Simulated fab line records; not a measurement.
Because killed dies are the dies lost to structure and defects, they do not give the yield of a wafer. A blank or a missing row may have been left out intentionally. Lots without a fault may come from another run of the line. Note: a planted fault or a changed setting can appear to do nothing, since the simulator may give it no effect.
fab line records	flow n5Finfet
record lots=14	wafers=42	lastDay=22
route steps=1938 shown BEOL_M2@922 BEOL_M3@948 BEOL_M4@1111
lots that met no fault: taken from a fault-free run of the same line
startH: start of the lot's first displayed wafer, in hours after the record's first day	waitH: hours since the lot's step before	" as in the row above	L1.1+2: one row covering several wafers at once	- either no value or no given start	* or withheld: withheld	< > ~ a bound
route shown NAME@n: a module of which the file shows steps, and the number in the route of the first	usual: mean and standard deviation over wafers with no fault	same: alike in all rows	chamber/n: place in a boat	sites: readings site by site	_std_site: standard deviation of those values	_edge_site: mean of outer sites minus mean of inner sites	radiusMm: how far each site lies from the wafer's centre	mask NAME#n: copy n	behind: the tool/chamber that last shaped the wafer	hold: reason for holding the lot/hours on hold/outcome of the hold	device: the n, p or np transistor that did not switch	end of line: the route-end tests of the same wafers	a step without rows: its recipe alone	killed: the dies lost at the first sort to structure and to defects; this is not the yield of the wafer	map: a wafer's dies, x killed, . not, _ none there
set.NAME: the setting as run; set.NAME@STEP: as run at that earlier step	model.NAME: the simulator's own value behind a step, which no gauge read
one table for each step of the route and one row for each wafer, over a sample of lots
services: a tool's chamber out of use, with start hour (startH, from the record's first day; less than 0 if before it), hours out, and reason
## steps
# step N5_BEOL_M2_ANNEAL_51
# recipe tempC=225	timeS=90	ambient=N2
# usual wafer_temp_C_max=226.04/0.24
lot.wafer	tool	chamber	startH	waitH	wafer_temp_C_max
L997.2	rtpAnneal-02	0	159.13	0.1	226.13
L997.4	"	0	"	"	226.58
L997.5	"	0	"	"	225.84
L999.1	rtpAnneal-02	0	173.31	0.1	225.79
L999.4	"	0	"	"	225.86
L999.6	"	0	"	"	226.09
L100.4	rtpAnneal-01	0	178.63	0.2	226.17
L100.5	"	0	"	"	226.17
L100.6	"	0	"	"	226.27
L101.1	rtpAnneal-02	0	187.12	0.1	226.08
L101.3	"	0	"	"	225.86
L101.4	"	0	"	"	225.94
L103.1	rtpAnneal-02	0	202.63	0.1	226.02
L103.2	"	0	"	"	225.86
L103.4	"	0	"	"	225.92
L105.2	rtpAnneal-02	0	243.76	0.1	225.98
L105.3	"	0	"	"	225.98
L105.4	"	0	"	"	225.73
L107.1	rtpAnneal-01	0	255.70	0.1	226.68
L107.2	"	0	"	"	226.48
L107.6	"	0	"	"	226.20
L108.3	rtpAnneal-02	0	271.54	0.2	226.02
L108.5	"	0	"	"	226.32
L108.6	"	0	"	"	225.90
L109.2	rtpAnneal-01	0	283.47	0.1	226.01
L109.4	"	0	"	"	225.90
L109.6	"	0	"	"	225.89
L110.2	rtpAnneal-02	0	285.35	0.1	225.68
L110.5	"	0	"	"	225.67
L110.6	"	0	"	"	225.59
L116.1	rtpAnneal-02	0	298.03	0.3	225.84
L116.5	"	0	"	"	225.68
L116.6	"	0	"	"	226.23
L115.1	rtpAnneal-02	0	305.90	0.1	226.13
L115.4	"	0	"	"	226.16
L115.5	"	0	"	"	225.92
L118.3	rtpAnneal-02	0	318.84	0.1	226.65
L118.4	"	0	"	"	225.95
L118.6	"	0	"	"	225.94
L119.3	rtpAnneal-02	0	326.17	0.1	225.86
L119.4	"	0	"	"	225.94
L119.5	"	0	"	"	226.29
# step N5_BEOL_M3_ETCH_74
# recipe chemistry=N2/H2	target=underlayer	targetDepthA=65	maskMaterial=CAR-EUV	timeS=5.2	ionEnergyEv=200	pressureMtorr=30	sourceW=840	biasW=150	n2FlowSccm=200	h2FlowSccm=200	ends=cleared
# usual biasW=150.0/0.45	chamberPressureMTorr=30.00/0.047	drypumpMotorCurrentA=5.9/0.36	etchRfOnTimeS=5.20/0.067	h2FlowSccm=199.9/0.61	oesProductAu=0.69/0.068	rfVppV=523.6/2.5	showerheadPlenumPTorr=2.53/0.08	throttleValvePct=17.82/0.15
lot.wafer	tool	chamber	startH	waitH	biasW	chamberPressureMTorr	drypumpMotorCurrentA	etchRfOnTimeS	h2FlowSccm	oesProductAu	rfHoursCounterH	rfVppV	showerheadPlenumPTorr	throttleValvePct
L997.2	rieDiel-06	0	162.83	0.0	150.1	29.96	6.5	5.36	200.1	0.65	138	526.6	2.65	17.86
L997.4	"	2	"	"	150.5	30.04	5.5	5.23	199.7	0.67	101	524.6	2.57	17.68
L997.5	"	3	"	"	149.9	30.01	5.8	5.27	200.7	0.58	-	521.4	2.41	17.76
L999.1	rieDiel-06	0	175.37	0.0	149.6	30.14	6.5	5.26	199.9	0.65	143	526.0	2.65	17.86
L999.4	"	2	"	"	149.5	29.95	5.5	5.19	199.6	0.68	105	523.8	2.57	17.69
L999.6	"	2	"	"	149.9	30.00	5.5	5.21	199.7	0.67	-	524.2	2.57	17.69
L100.4	rieDiel-06	0	181.70	0.0	149.7	30.02	6.5	5.23	200.2	0.65	145	525.4	2.65	17.89
L100.5	"	2	"	"	149.2	30.01	5.5	5.14	200.6	0.68	-	527.4	2.57	17.70
L100.6	"	1	"	"	149.7	29.97	6.3	5.11	199.3	0.82	-	524.4	2.50	17.83
L101.1	rieDiel-06	2	188.87	0.0	150.5	29.98	5.5	5.23	199.4	0.68	109	525.3	2.57	17.72
L101.3	"	0	"	"	149.8	30.04	6.5	5.33	200.3	0.66	147	526.1	2.65	17.87
L101.4	"	1	"	"	150.2	29.97	6.3	5.21	200.1	0.80	14	524.3	2.50	17.84
L103.1	rieDiel-06	3	204.96	0.0	150.8	30.00	5.8	5.31	199.3	0.58	240	519.4	2.40	17.79
L103.2	"	0	"	"	150.0	29.97	6.5	5.24	200.8	0.65	153	528.0	2.65	17.88
L103.4	"	2	"	"	150.4	30.00	5.5	5.21	199.9	0.67	114	521.9	2.56	17.71
L105.2	rieDiel-01	2	245.59	0.0	149.6	30.02	5.7	5.24	198.9	0.68	92	525.3	2.57	18.09
L105.3	"	3	"	"	150.2	30.01	6.1	5.04	199.6	0.75	49	524.7	2.59	17.71
L105.4	"	2	"	"	149.8	29.93	5.7	5.15	200.4	0.69	-	524.8	2.57	18.11
L107.1	rieDiel-06	1	257.49	0.0	150.5	29.91	6.3	5.15	200.0	0.77	34	522.4	2.49	17.88
L107.2	"	3	"	"	150.3	30.06	5.8	5.27	200.5	0.57	252	519.9	2.40	17.81
L107.6	"	1	"	"	150.6	30.12	6.3	5.07	199.1	0.78	-	522.0	2.49	17.88
L108.3	rieDiel-03	2	275.13	0.0	149.3	29.93	5.9	5.10	200.8	0.70	78	525.6	2.58	17.89
L108.5	"	3	"	"	149.8	29.98	6.2	5.21	200.0	0.67	-	521.6	2.45	17.65
L108.6	"	0	"	"	149.6	29.94	6.0	5.14	200.6	0.72	-	522.7	2.48	17.94
L109.2	rieDiel-06	0	286.52	0.0	150.0	29.96	6.5	5.22	199.8	0.64	174	526.9	2.64	17.92
L109.4	"	2	"	"	149.4	29.99	5.5	5.11	199.7	0.67	-	523.4	2.55	17.76
L109.6	"	0	"	"	150.9	30.13	6.5	5.22	199.8	0.64	-	528.8	2.64	17.93
L110.2	rieDiel-03	0	287.07	0.0	150.0	29.97	6.0	5.21	200.4	0.72	67	522.4	2.47	17.96
L110.5	"	1	"	"	149.3	29.99	5.2	5.31	199.8	0.58	-	524.6	2.61	17.79
L110.6	"	2	"	"	149.4	29.97	5.9	5.19	200.6	0.69	-	525.2	2.58	17.88
L116.1	rieDiel-03	3	300.47	0.0	149.9	30.06	6.2	5.21	201.1	0.66	128	521.7	2.44	17.63
L116.5	"	3	"	"	150.0	29.91	6.2	5.23	201.0	0.66	-	520.2	2.44	17.62
L116.6	"	0	"	"	150.1	29.98	6.0	5.25	200.2	0.70	-	520.3	2.47	17.96
L115.1	rieDiel-03	0	307.96	0.0	149.0	30.02	6.0	5.14	199.2	0.71	75	521.7	2.47	17.98
L115.4	"	2	"	"	150.6	30.04	5.9	5.19	200.0	0.68	-	525.5	2.57	17.91
L115.5	"	3	"	"	149.6	29.97	6.2	5.26	199.9	0.66	-	520.2	2.44	17.67
L118.3	rieDiel-06	0	323.62	0.0	149.6	30.02	6.5	5.29	199.3	0.62	182	525.5	2.63	17.91
L118.4	"	2	"	"	150.4	29.91	5.5	5.18	200.5	0.66	144	523.5	2.55	17.78
L118.6	"	2	"	"	150.3	29.96	5.5	5.19	199.6	0.66	-	521.6	2.55	17.78
L119.3	rieDiel-03	2	327.77	0.0	149.7	29.97	5.9	5.09	199.5	0.68	96	525.0	2.57	17.90
L119.4	"	1	"	"	150.2	30.04	5.2	5.22	200.1	0.83	3	523.8	2.60	17.34
L119.5	"	2	"	"	149.7	30.00	5.9	5.12	199.9	0.67	-	522.8	2.57	17.88
# step N5_BEOL_M3_ETCH_64
# recipe chemistry=N2/H2	target=SOC	targetDepthA=750	overetchA=150	maskMaterial=SiARC	tempC=40	timeS=112.5	ionEnergyEv=200	pressureMtorr=30	sourceW=840	biasW=150	n2FlowSccm=200	h2FlowSccm=200
# usual biasW=150.0/0.44	chamberPressureMTorr=29.997/0.03	drypumpMotorCurrentA=5.9/0.36	h2FlowSccm=199.8/0.61	oesProductAu=0.64/0.059	rfVppV=523.5/2.4	showerheadPlenumPTorr=2.53/0.08	throttleValvePct=17.78/0.15
lot.wafer	tool	chamber	startH	waitH	biasW	chamberPressureMTorr	drypumpMotorCurrentA	h2FlowSccm	oesProductAu	rfHoursCounterH	rfVppV	showerheadPlenumPTorr	throttleValvePct
L997.2	rieDiel-06	0	162.88	0.0	150.1	30.063	6.5	199.4	0.61	139	527.2	2.65	17.82
L997.4	"	2	"	"	150.3	30.018	5.5	199.7	0.63	101	525.4	2.57	17.65
L997.5	"	3	"	"	149.4	29.969	5.8	199.6	0.55	-	518.6	2.41	17.70
L999.1	rieDiel-06	0	175.42	0.0	149.9	30.028	6.5	199.8	0.62	143	529.4	2.65	17.82
L999.4	"	2	"	"	151.0	30.036	5.5	199.6	0.64	105	523.9	2.57	17.66
L999.6	"	2	"	"	150.3	29.990	5.5	199.1	0.63	-	523.7	2.57	17.66
L100.4	rieDiel-06	0	181.75	0.0	150.3	30.031	6.5	200.4	0.62	145	526.9	2.65	17.82
L100.5	"	2	"	"	150.5	30.071	5.5	199.5	0.64	-	524.4	2.57	17.65
L100.6	"	1	"	"	150.0	30.007	6.3	200.1	0.75	-	521.2	2.50	17.77
L101.1	rieDiel-06	2	188.92	0.0	149.9	30.014	5.5	199.7	0.63	109	525.0	2.57	17.69
L101.3	"	0	"	"	150.0	29.994	6.5	200.4	0.61	147	527.7	2.65	17.86
L101.4	"	1	"	"	149.9	29.966	6.3	199.5	0.74	14	522.2	2.50	17.80
L103.1	rieDiel-06	3	205.01	0.0	149.6	30.050	5.8	199.3	0.54	240	519.6	2.40	17.74
L103.2	"	0	"	"	150.2	29.961	6.5	199.7	0.61	153	526.5	2.65	17.85
L103.4	"	2	"	"	149.8	29.997	5.5	199.9	0.64	114	525.4	2.56	17.68
L105.2	rieDiel-01	2	245.63	0.0	149.9	29.992	5.7	200.3	0.63	92	524.1	2.57	18.06
L105.3	"	3	"	"	149.5	29.945	6.1	199.2	0.68	49	526.8	2.59	17.68
L105.4	"	2	"	"	149.0	29.960	5.7	199.9	0.63	-	524.6	2.57	18.07
L107.1	rieDiel-06	1	257.53	0.0	-	-	-	-	-	-	-	-	-
L107.2	"	3	"	"	-	-	-	-	-	-	-	-	-
L107.6	"	1	"	"	-	-	-	-	-	-	-	-	-
L108.3	rieDiel-03	2	275.18	0.0	-	-	-	-	-	-	-	-	-
L108.5	"	3	"	"	-	-	-	-	-	-	-	-	-
L108.6	"	0	"	"	-	-	-	-	-	-	-	-	-
L109.2	rieDiel-06	0	286.56	0.0	150.3	30.031	6.5	199.5	0.59	174	525.7	2.64	17.89
L109.4	"	2	"	"	149.2	30.005	5.5	200.8	0.62	-	524.2	2.55	17.72
L109.6	"	0	"	"	149.8	29.953	6.5	200.2	0.59	-	526.0	2.64	17.88
L110.2	rieDiel-03	0	287.11	0.0	149.7	29.990	6.0	199.2	0.66	67	521.9	2.48	17.92
L110.5	"	1	"	"	150.5	30.024	5.2	199.1	0.54	-	523.5	2.61	17.76
L110.6	"	2	"	"	150.2	30.031	5.9	199.5	0.63	-	525.8	2.58	17.86
L116.1	rieDiel-03	3	300.51	0.0	149.7	29.995	6.2	200.4	0.62	128	521.4	2.44	17.60
L116.5	"	3	"	"	149.6	30.023	6.2	201.0	0.62	-	522.8	2.44	17.63
L116.6	"	0	"	"	149.0	30.007	6.0	200.6	0.66	-	521.6	2.47	17.93
L115.1	rieDiel-03	0	308.00	0.0	150.0	30.029	6.0	200.9	0.66	75	522.1	2.47	17.93
L115.4	"	2	"	"	150.5	29.994	5.9	201.1	0.63	-	524.4	2.57	17.86
L115.5	"	3	"	"	149.6	29.985	6.2	199.1	0.61	-	521.7	2.44	17.61
L118.3	rieDiel-06	0	323.67	0.0	149.9	29.990	6.5	201.3	0.59	182	525.8	2.63	17.89
L118.4	"	2	"	"	149.2	30.002	5.5	200.5	0.61	144	525.6	2.55	17.73
L118.6	"	2	"	"	150.4	29.996	5.5	200.5	0.60	-	522.9	2.55	17.73
L119.3	rieDiel-03	2	327.82	0.0	150.4	30.010	5.9	199.9	0.63	96	525.2	2.57	17.87
L119.4	"	1	"	"	150.2	29.974	5.2	201.2	0.77	3	524.7	2.60	17.33
L119.5	"	2	"	"	150.1	29.985	5.9	199.7	0.62	-	523.6	2.57	17.87
# step N5_BEOL_M3_HM_OPEN_17
# recipe chemistry=Cl2/BCl3	targetDepthA=200	overetchA=60	target=TiN	maskMaterial=SOC	ionEnergyEv=150	pressureMtorr=10	icpW=1000	biasW=126	Cl2_flow_sccm=53.25	bcl3FlowSccm=21.75	Ar_flow_sccm=25
# usual drypumpMotorCurrentA=5.7/0.34	oesProductAu=0.64/0.081	throttleValvePct=22.16/0.09
lot.wafer	tool	chamber	startH	waitH	drypumpMotorCurrentA	oesProductAu	rfHoursCounterH	throttleValvePct
L997.2	rieMetal-02	0	163.04	0.0	6.2	0.69	37	22.13
L997.4	"	1	"	"	5.7	0.54	-	22.31
L997.5	"	1	"	"	5.7	0.54	-	22.28
L999.1	rieMetal-03	1	175.59	0.0	5.5	0.69	36	22.18
L999.4	"	1	"	"	5.4	0.69	-	22.18
L999.6	"	0	"	"	5.3	0.58	-	22.08
L100.4	rieMetal-01	1	181.95	0.1	5.9	0.56	-	22.35
L100.5	"	1	"	"	5.9	0.56	-	22.33
L100.6	"	0	"	"	5.6	0.57	-	22.05
L101.1	rieMetal-02	0	189.08	0.0	6.3	0.67	40	22.14
L101.3	"	1	"	"	5.7	0.52	-	22.32
L101.4	"	0	"	"	6.2	0.67	-	22.15
L103.1	rieMetal-01	1	205.18	0.0	5.9	0.56	92	22.34
L103.2	"	0	"	"	5.6	0.56	96	22.05
L103.4	"	0	"	"	5.6	0.56	-	22.06
L105.2	rieMetal-03	0	245.80	0.0	5.3	0.56	88	22.09
L105.3	"	0	"	"	5.3	0.57	-	22.09
L105.4	"	1	"	"	5.5	0.67	-	22.20
L107.1	rieMetal-02	1	257.70	0.0	5.7	0.35	3	22.69
L107.2	"	0	"	"	6.2	0.28	48	22.82
L107.6	"	1	"	"	5.7	0.36	-	22.70
L108.3	rieMetal-03	1	275.38	0.1	5.4	0.30	-	22.86
L108.5	"	0	"	"	5.3	0.25	-	22.75
L108.6	"	1	"	"	5.4	0.29	-	22.86
L109.2	rieMetal-02	1	286.73	0.0	5.7	0.79	4	22.05
L109.4	"	0	"	"	6.2	0.65	-	22.18
L109.6	"	1	"	"	5.7	0.79	-	22.06
L110.2	rieMetal-02	0	287.28	0.0	6.3	0.65	49	22.19
L110.5	"	0	"	"	6.3	0.65	-	22.20
L110.6	"	1	"	"	5.7	0.79	-	22.06
L116.1	rieMetal-03	0	300.68	0.0	5.3	0.57	92	22.10
L116.5	"	1	"	"	5.4	0.66	-	22.21
L116.6	"	0	"	"	5.3	0.56	-	22.11
L115.1	rieMetal-03	1	308.17	0.0	5.5	0.66	47	22.22
L115.4	"	1	"	"	5.5	0.66	-	22.21
L115.5	"	1	"	"	5.5	0.66	-	22.23
L118.3	rieMetal-02	1	323.87	0.1	5.7	0.78	-	22.04
L118.4	"	0	"	"	6.2	0.64	-	22.20
L118.6	"	0	"	"	6.2	0.64	-	22.19
L119.3	rieMetal-02	0	328.02	0.1	6.2	0.64	-	22.18
L119.4	"	1	"	"	5.7	0.78	-	22.07
L119.5	"	0	"	"	6.2	0.64	-	22.19
# step N5_BEOL_M3_STRIP_19
# recipe chemistry=O2	powerW=400	tempC=40	pressureMtorr=30	rfFrequencyHz=6e+07	biasPowerW=0	overashFraction=0.2	o2FlowSccm=225
# usual drypumpMotorCurrentA=5.9/0.37	oesProductAu=0.82/0.08	rfVppV=3.7/0.45	showerheadPlenumPTorr=2.10/0.068	throttleValvePct=16.63/0.14
lot.wafer	tool	chamber	startH	waitH	drypumpMotorCurrentA	oesProductAu	rfHoursCounterH	rfVppV	showerheadPlenumPTorr	throttleValvePct
L997.2	rieDiel-06	1	163.24	0.2	6.3	0.98	5	3.4	2.06	16.64
L997.4	"	3	"	"	5.8	0.69	227	3.9	1.98	16.56
L997.5	"	1	"	"	6.3	0.98	-	3.3	2.06	16.63
L999.1	rieDiel-06	2	175.71	0.1	5.5	0.80	105	3.3	2.12	16.59
L999.4	"	3	"	"	5.8	0.70	230	4.2	1.98	16.57
L999.6	"	1	"	"	6.3	0.96	-	3.3	2.06	16.62
L100.4	rieDiel-01	1	182.03	0.1	5.7	0.72	237	2.8	1.98	16.96
L100.5	"	0	"	"	5.4	0.93	-	4.0	2.06	16.59
L100.6	"	3	"	"	6.1	0.91	-	3.1	2.14	16.49
L101.1	rieDiel-06	0	189.22	0.1	6.5	0.77	147	3.3	2.19	16.68
L101.3	"	1	"	"	6.3	0.94	14	3.1	2.06	16.61
L101.4	"	3	"	"	5.8	0.68	235	2.9	1.98	16.58
L103.1	rieDiel-06	3	205.29	0.1	5.8	0.67	240	3.6	1.98	16.59
L103.2	"	0	"	"	6.5	0.76	153	3.5	2.19	16.68
L103.4	"	1	"	"	6.3	0.93	20	3.9	2.06	16.64
L105.2	rieDiel-03	1	245.91	0.1	5.2	0.68	242	3.9	2.15	16.59
L105.3	"	2	"	"	5.9	0.81	73	4.0	2.12	16.60
L105.4	"	3	"	"	6.2	0.79	115	4.4	2.02	16.48
L107.1	rieDiel-01	0	257.81	0.1	5.4	0.88	34	3.8	2.05	16.61
L107.2	"	1	"	"	5.6	0.98	3	3.6	2.24	16.54
L107.6	"	3	"	"	6.0	0.87	-	3.7	2.13	16.51
L108.3	rieDiel-03	2	275.46	0.1	5.9	0.81	78	2.8	2.12	16.62
L108.5	"	0	"	"	6.0	0.84	-	4.3	2.05	16.85
L108.6	"	3	"	"	6.2	0.80	-	4.0	2.01	16.50
L109.2	rieDiel-03	3	286.84	0.1	6.2	0.78	123	4.7	2.01	16.50
L109.4	"	0	"	"	6.0	0.83	67	3.4	2.05	16.82
L109.6	"	3	"	"	6.2	0.79	-	4.4	2.01	16.52
L110.2	rieDiel-03	1	287.39	0.1	5.2	0.68	249	3.9	2.15	16.61
L110.5	"	2	"	"	5.9	0.80	-	3.2	2.12	16.62
L110.6	"	1	"	"	5.2	0.68	-	3.6	2.15	16.61
L116.1	rieDiel-03	2	300.79	0.1	5.8	0.79	85	4.1	2.12	16.62
L116.5	"	3	"	"	6.2	0.77	-	3.0	2.01	16.52
L116.6	"	2	"	"	5.9	0.80	-	4.3	2.12	16.62
L115.1	rieDiel-06	0	308.28	0.1	6.5	0.74	178	3.9	2.18	16.73
L115.4	"	2	"	"	5.5	0.77	-	4.7	2.10	16.65
L115.5	"	1	"	"	6.3	0.89	-	3.6	2.05	16.68
L118.3	rieDiel-06	1	323.95	0.1	6.3	0.89	44	3.4	2.05	16.68
L118.4	"	2	"	"	5.5	0.77	144	4.1	2.10	16.67
L118.6	"	3	"	"	5.8	0.98	-	3.9	2.24	16.13
L119.3	rieDiel-06	3	328.10	0.1	5.8	0.96	3	4.1	2.23	16.13
L119.4	"	0	"	"	6.5	0.74	184	3.8	2.18	16.75
L119.5	"	3	"	"	5.8	0.95	-	5.2	2.24	16.14
# step N5_BEOL_M3_CD_MEAS_18
# recipe pitchNm=36	targetCdNm=18
# usual cdNm=17.97/0.29
lot.wafer	tool	chamber	startH	waitH	cdNm
L997.2	cdSem-02	-	163.31	0.1	17.44
L997.4	"	-	"	"	17.84
L997.5	"	-	"	"	17.75
L999.1	cdSem-03	-	175.77	0.0	17.50
L999.4	"	-	"	"	17.76
L999.6	"	-	"	"	17.90
L100.4	cdSem-03	-	182.10	0.1	18.02
L100.5	"	-	"	"	17.79
L100.6	"	-	"	"	18.32
L101.1	cdSem-01	-	189.29	0.0	18.22
L101.3	"	-	"	"	17.84
L101.4	"	-	"	"	17.61
L103.1	cdSem-03	-	205.36	0.0	17.63
L103.2	"	-	"	"	17.91
L103.4	"	-	"	"	18.81
L105.2	cdSem-03	-	245.98	0.1	18.32
L105.3	"	-	"	"	18.18
L105.4	"	-	"	"	18.19
L107.1	cdSem-01	-	257.88	0.0	-
L107.2	"	-	"	"	-
L107.6	"	-	"	"	-
L108.3	cdSem-03	-	275.53	0.1	-
L108.5	"	-	"	"	-
L108.6	"	-	"	"	-
L109.2	cdSem-01	-	286.91	0.1	18.28
L109.4	"	-	"	"	18.28
L109.6	"	-	"	"	17.77
L110.2	cdSem-01	-	287.46	0.1	17.58
L110.5	"	-	"	"	17.90
L110.6	"	-	"	"	17.76
L116.1	cdSem-01	-	300.86	0.0	18.51
L116.5	"	-	"	"	18.42
L116.6	"	-	"	"	18.25
L115.1	cdSem-02	-	308.35	0.0	18.16
L115.4	"	-	"	"	18.10
L115.5	"	-	"	"	18.27
L118.3	cdSem-03	-	324.02	0.1	18.26
L118.4	"	-	"	"	17.95
L118.6	"	-	"	"	18.10
L119.3	cdSem-03	-	328.17	0.1	17.93
L119.4	"	-	"	"	18.13
L119.5	"	-	"	"	17.84
# step N5_BEOL_M4_RC_MEAS_101
# usual DIBL_N=36.3/1.1	DIBL_P=36.3/1.4	IOFF_N=0.155/0.019	IOFF_P=0.211/0.027	ION_N=672/8.5	ION_P=462/5.8	SS_N=71.5/0.56	SS_P=73.3/0.52	VT_N=249.9/2.5	VT_P=-249.8/2.8
lot.wafer	tool	chamber	startH	waitH	DIBL_N[mV/V]	DIBL_P[mV/V]	IOFF_N[nA/um]	IOFF_P[nA/um]	ION_N[uA/um]	ION_P[uA/um]	SS_N[mV/dec]	SS_P[mV/dec]	VT_N[mV]	VT_P[mV]
L997.2	prober-01	0	210.19	0.2	37.5	38.2	0.185	0.238	676	460	71.3	74.3	247.9	-248.6
L997.4	"	0	"	"	37.8	39.5	0.200	0.248	675	459	73.1	74.2	245.3	-248.1
L997.5	"	0	"	"	35.0	35.7	0.143	0.190	670	463	71.3	73.0	250.0	-251.1
L999.1	prober-01	0	219.84	0.0	35.0	36.1	0.126	0.198	669	459	70.9	72.1	255.9	-249.1
L999.4	"	0	"	"	35.6	37.4	0.148	0.235	679	473	71.3	73.1	248.9	-247.1
L999.6	"	0	"	"	36.1	37.8	0.149	0.227	668	458	71.5	72.3	251.6	-248.8
L100.4	prober-01	0	238.37	0.5	37.2	37.1	0.172	0.244	676	472	71.9	73.9	248.4	-244.4
L100.5	"	0	"	"	36.5	36.6	0.161	0.243	672	467	71.8	73.0	247.0	-247.3
L100.6	"	0	"	"	35.9	35.2	0.140	0.227	669	469	71.0	72.7	252.1	-248.4
L101.1	prober-01	0	250.22	0.0	36.3	36.4	0.166	0.199	684	462	71.2	73.6	248.7	-252.6
L101.3	"	0	"	"	34.8	33.7	0.135	0.167	677	463	71.3	72.6	252.9	-251.8
L101.4	"	0	"	"	36.3	35.6	0.171	0.199	691	465	71.8	73.6	248.2	-250.2
L103.1	prober-02	0	289.57	0.0	36.7	37.0	0.177	0.217	689	466	71.6	74.0	250.4	-248.3
L103.2	"	0	"	"	37.7	37.7	0.182	0.223	677	459	72.3	73.2	245.9	-247.1
L103.4	"	0	"	"	36.1	34.9	0.156	0.183	670	456	71.0	73.2	249.7	-251.6
L105.2	prober-02	0	311.20	0.2	35.9	36.0	0.138	0.162	662	451	71.5	73.4	250.9	-255.3
L105.3	"	0	"	"	35.7	35.8	0.138	0.165	671	455	71.1	72.9	253.8	-253.9
L105.4	"	0	"	"	35.2	35.6	0.128	0.158	668	456	70.8	72.3	255.3	-256.4
L109.2	prober-01	0	346.64	0.2	36.8	37.0	0.144	0.238	663	460	72.3	73.7	251.8	-247.6
L109.4	"	0	"	"	34.9	35.0	0.116	0.204	650	455	71.6	72.6	257.1	-250.4
L109.6	"	0	"	"	37.2	37.4	0.153	0.250	665	460	72.1	73.7	251.9	-248.8
L110.2	prober-02	0	355.04	0.2	36.0	35.6	0.151	0.238	667	468	71.7	73.2	248.3	-246.1
L110.5	"	0	"	"	34.5	33.9	0.128	0.210	662	464	70.8	72.8	253.7	-245.9
L110.6	"	0	"	"	36.7	36.1	0.169	0.253	682	467	71.6	72.9	245.5	-243.8
L119.3	prober-02	0	364.69	0.3	37.2	36.6	0.171	0.241	678	467	72.2	73.7	251.6	-246.2
L119.4	"	0	"	"	38.7	36.8	0.196	0.250	671	461	72.8	73.2	246.3	-246.9
L119.5	"	0	"	"	37.2	35.6	0.161	0.223	674	464	71.9	73.3	247.5	-249.5
L116.1	prober-02	0	390.06	0.0	36.5	36.4	0.150	0.210	676	466	71.5	72.9	250.0	-250.0
L116.5	"	0	"	"	40.0	40.9	0.228	0.301	699	479	72.5	74.0	242.9	-244.8
L116.6	"	0	"	"	37.1	37.2	0.171	0.236	677	471	71.1	73.1	246.3	-247.0
L115.1	prober-02	0	391.34	0.0	36.7	36.8	0.160	0.218	677	467	71.3	73.0	248.6	-247.3
L115.4	"	0	"	"	37.0	37.5	0.168	0.219	684	468	70.9	72.6	249.9	-248.5
L115.5	"	0	"	"	35.8	35.6	0.143	0.199	665	463	71.3	73.0	249.8	-250.6
L118.3	prober-01	0	401.12	0.3	35.6	35.2	0.158	0.210	682	464	72.1	73.3	248.2	-248.4
L118.4	"	0	"	"	36.3	34.7	0.159	0.200	666	459	72.0	73.4	249.2	-250.9
L118.6	"	0	"	"	36.0	35.2	0.158	0.205	675	458	71.3	73.0	249.8	-249.2
## services
tool	chamber	startH	hours	kind
rieMetal-03	1	145.96	11.0	repair
rieDiel-01	2	154.65	6.9	repair
rtpAnneal-02	-	164.30	4.1	pm
rieMetal-02	-	181.79	0.6	repair
rtpAnneal-02	-	188.01	0.9	repair
rieDiel-01	0	189.86	5.1	repair
rtpAnneal-01	-	206.08	1.2	pm
rieDiel-01	2	208.89	1.8	repair
rieMetal-02	0	219.53	1.3	repair
rieDiel-01	-	225.35	2.8	pm
rieMetal-01	-	228.73	0.3	repair
rieDiel-01	2	254.21	11.8	repair
rieMetal-02	-	259.57	1.4	pm
rieDiel-06	3	270.58	2.7	repair
rieDiel-03	1	291.71	-	clean
rieDiel-03	1	291.71	-	consumableReplace:focusRing
rieMetal-02	1	291.93	7.4	repair
rieDiel-06	3	293.02	-	clean
rieDiel-06	3	293.02	-	consumableReplace:focusRing
rieDiel-06	3	293.02	-	consumableReplace:showerhead
rieDiel-06	3	293.02	24.9	scheduledDown
rieDiel-06	3	293.02	24.9	ventCycle
rieMetal-01	-	300.39	1.4	pm
rieDiel-01	0	323.77	1.3	repair
## key
firstSign step=N5_BEOL_M3_ETCH_64	reading=toolRecord	direction=missing
effect step=N5_BEOL_M3_HM_OPEN_17	reading=oesProductAu	direction=down	sigmas=4.1	usual=0.64	struck=0.31
effect step=N5_BEOL_M3_CD_MEAS_18	reading=cdNm	direction=missing
metAt N5_BEOL_M3_ETCH_64
struckLots L107,L108
laterRowsLeftOut L107.1,L107.2,L107.6,L108.3,L108.5,L108.6
sortLeftOut L107.1,L107.2,L107.6,L108.3,L108.5,L108.6
notActingAt N5_BEOL_M2_ANNEAL_51,N5_BEOL_M3_ETCH_74,N5_BEOL_M3_STRIP_19
onsetBetween 205.01 257.53
fault kind=skippedStepWhole	tool=rieDiel-03,rieDiel-06	chamber=-	onsetH=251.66	steps=N5_BEOL_M3_ETCH_64	scope=struckLotsOnly
# sortLeftOut: the simulated sort isn't trusted on such a fault, so these wafers' sort isn't shown, and their yield isn't known
# laterRowsLeftOut: the simulator's readings of these wafers behind a module that went badly wrong aren't trusted and aren't shown, but for the sort
